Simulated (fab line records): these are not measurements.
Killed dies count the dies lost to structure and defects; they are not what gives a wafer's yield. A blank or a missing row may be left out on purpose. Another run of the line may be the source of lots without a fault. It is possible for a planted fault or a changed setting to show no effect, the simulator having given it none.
Comparing a struck lot with a sound one    flow nand_harc    13 steps out of a route of 1159
Sound: these wafers, L735.2, L735.3, L735.6. Struck: wafers L724.1, L724.6. (L724.5 of the same lot was not struck and is left out.) The cause comes at the end.
At each step with rows: each side's tool, then ch and its chambers, then its first start. Under that, the readings that differ: sound wafers    struck wafers    difference of the means    sigmas: that difference in standard deviations of wafers without a fault.
alike: readings with means less than 2 such deviations apart, plus words and numbers identical on both sides. not compared: withheld readings, readings lacking a value on some wafer, bounds such as >300 that could conceal the same value, and numbers that have no deviation in the record and whose values overlap.
A row with sigmas, a row that says differs or no value, or rows on one side alone: a step with any of these is where the two part. Numbers that have no deviation but don't overlap get no sigmas and don't part them. A reading missing from all wafers of one side parts the sides only when that side holds two or more wafers.

NHARC_A_WL_FILL_RTA_01: time 5 s.
  sound on rtp_anneal-02 ch 0, day 18 19:16; struck on rtp_anneal-01 ch 0, day 15 20:02
  alike: lamp_power_pct, wafer_temp_C_max
NHARC_A_WL_FILL_ALD_02: deposits TiN, target thk 2 nm, pulse time 3 s, ald cycles 100.
  sound on ald_metal-01 ch 0,1,2, day 18 19:27; struck on ald_metal-03 ch 1, day 15 20:17
  alike: heater_power_outer_w, heater_power_w, precursor_pulse_height_rel
  not compared: ald_cycles, since_wet_clean_h
NHARC_A_WL_FILL_CVD_03: deposits W, target thk 40 nm, time 3302 s.
  sound on cvd_w-01 ch 0,1, day 18 19:53; struck on cvd_w-01 ch 1, day 15 21:32
  alike: heater_power_outer_w, heater_power_w, mfc_wf6_sccm, throttle_valve_pct
  not compared: since_wet_clean_h
NHARC_A_WL_FILL_ETCHBACK_04: etches the open film in NF3, target depth 60 nm, time 120 s.
  sound on rie_metal-03 ch 0,1, day 18 23:12; struck on rie_metal-02 ch 0,1, day 16 00:49
reading                sound              struck       difference  sigmas
oes_product_au (a.u.)  1.007 1.001 0.999  1.022 1.016  +0.017      +3
  alike: drypump_motor_current_A
  not compared: rf_hours_counter_h
then, 1 step without rows for these wafers: NHARC_A_WL_FILL_ETCHBACK_05 (etches the open film in Cl2/BCl3, target depth 22 nm, time 60 s).
NHARC_A_WL_FILL_STRIP_27: strips in N2/H2, time 20 s.
  sound on plasma_asher-02 ch 0,1, day 18 23:35; struck on plasma_asher-01 ch 1, day 16 02:02
  alike: drypump_motor_current_A, heater_power_w
  not compared: rf_hours_counter_h
then, 4 steps without rows for these wafers: NHARC_A_WL_FILL_STRIP_28 (strips in post etch residue remover, time 1200 s); NHARC_A_WL_FILL_PRECLEAN_06 (cleans in DIW, time 300 s); NHARC_A_WL_FILL_SRD_07; NHARC_A_WL_FILL_ANNEAL_08 (time 1800 s).
NHARC_A_WL_FILL_ALD_10: deposits SiO2, target thk 50 nm, pulse time 10 s, ald cycles 500.
  sound on ald_hk-02 ch 0,2, day 19 06:19; struck on ald_hk-02 ch 3, day 16 07:34
reading     sound        struck   difference  sigmas
ald_cycles  500 500 500  555 555  +55         
  alike: heater_power_outer_w, heater_power_w, precursor_pulse_height_rel
  not compared: since_wet_clean_h
then, 1 step without rows for these wafers: NHARC_A_WL_FILL_ETCHBACK_16 (etches the open film in C4F8/O2/Ar, target depth 88 nm, time 17.6 s).
NHARC_END_SORT_01:
  the record has rows for the sound wafers here (prober-01 ch 0, day 23 09:02) and none for the struck ones

== WHERE THEY PART ==
At NHARC_A_WL_FILL_ETCHBACK_04 first; at NHARC_END_SORT_01 last (within this record only).

WHY: whatever the simulator had introduced
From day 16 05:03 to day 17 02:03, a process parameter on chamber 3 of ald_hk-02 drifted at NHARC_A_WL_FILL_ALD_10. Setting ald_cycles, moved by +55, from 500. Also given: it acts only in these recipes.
